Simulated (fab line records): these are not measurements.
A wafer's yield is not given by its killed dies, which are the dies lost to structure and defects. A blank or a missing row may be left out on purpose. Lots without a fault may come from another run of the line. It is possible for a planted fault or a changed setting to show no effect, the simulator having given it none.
Chamber matching :: flow n5-finfet :: N5_BEOL_M8_ETCH_62 on rie-diel-04: 4 sister chambers
The step etches SOC in N2/H2, target depth 110 nm, overetch 22 nm, time 165 s. 4 wafers are shown with their chamber, then 7 later ones without.

## WAFERS, EACH WITH ITS CHAMBER
wafer: L087.5
chamber: 1
showerhead-plenum-p-Torr (Torr): 2.57

wafer: L087.6
chamber: 2
showerhead-plenum-p-Torr (Torr): 2.42

wafer: L088.3
chamber: 3
showerhead-plenum-p-Torr (Torr): 2.59

wafer: L088.4
chamber: 0
showerhead-plenum-p-Torr (Torr): 2.58

## WAFERS WITHOUT THEIR CHAMBER
wafer: L088.6
showerhead-plenum-p-Torr (Torr): 2.42

wafer: L091.1
showerhead-plenum-p-Torr (Torr): 2.59

wafer: L091.3
showerhead-plenum-p-Torr (Torr): 2.57

wafer: L091.6
showerhead-plenum-p-Torr (Torr): 2.57

wafer: L094.1
showerhead-plenum-p-Torr (Torr): 2.56

wafer: L094.2
showerhead-plenum-p-Torr (Torr): 2.57

wafer: L094.6
showerhead-plenum-p-Torr (Torr): 2.57

## WHICH CHAMBER EACH WENT THROUGH
wafer: L088.6
from the rows above: 2
in truth: 2

wafer: L091.1
from the rows above: 3
in truth: 3

wafer: L091.3
from the rows above: 1
in truth: 1

wafer: L091.6
from the rows above: 1
in truth: 1

wafer: L094.1
from the rows above: 1
in truth: 1

wafer: L094.2
from the rows above: 1
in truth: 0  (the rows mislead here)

wafer: L094.6
from the rows above: 1
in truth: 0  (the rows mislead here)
5 of 7 placed correctly. Can't be placed from these rows: 0. Wrongly placed: 2.
How it was worked out, from the rows above alone: a wafer's distance from a chamber is the root of the sum, over the readings, of the square of ((its reading less the chamber's mean) divided by the reading's scatter). If the next closest chamber is less than 2 further off than the closest, the wafer can't be placed; otherwise it belongs to the closest. Each chamber's mean is taken over the wafers shown for it. The scatter: root of mean squared gap, hidden wafer to nearest shown wafer, with one shown wafer a chamber.
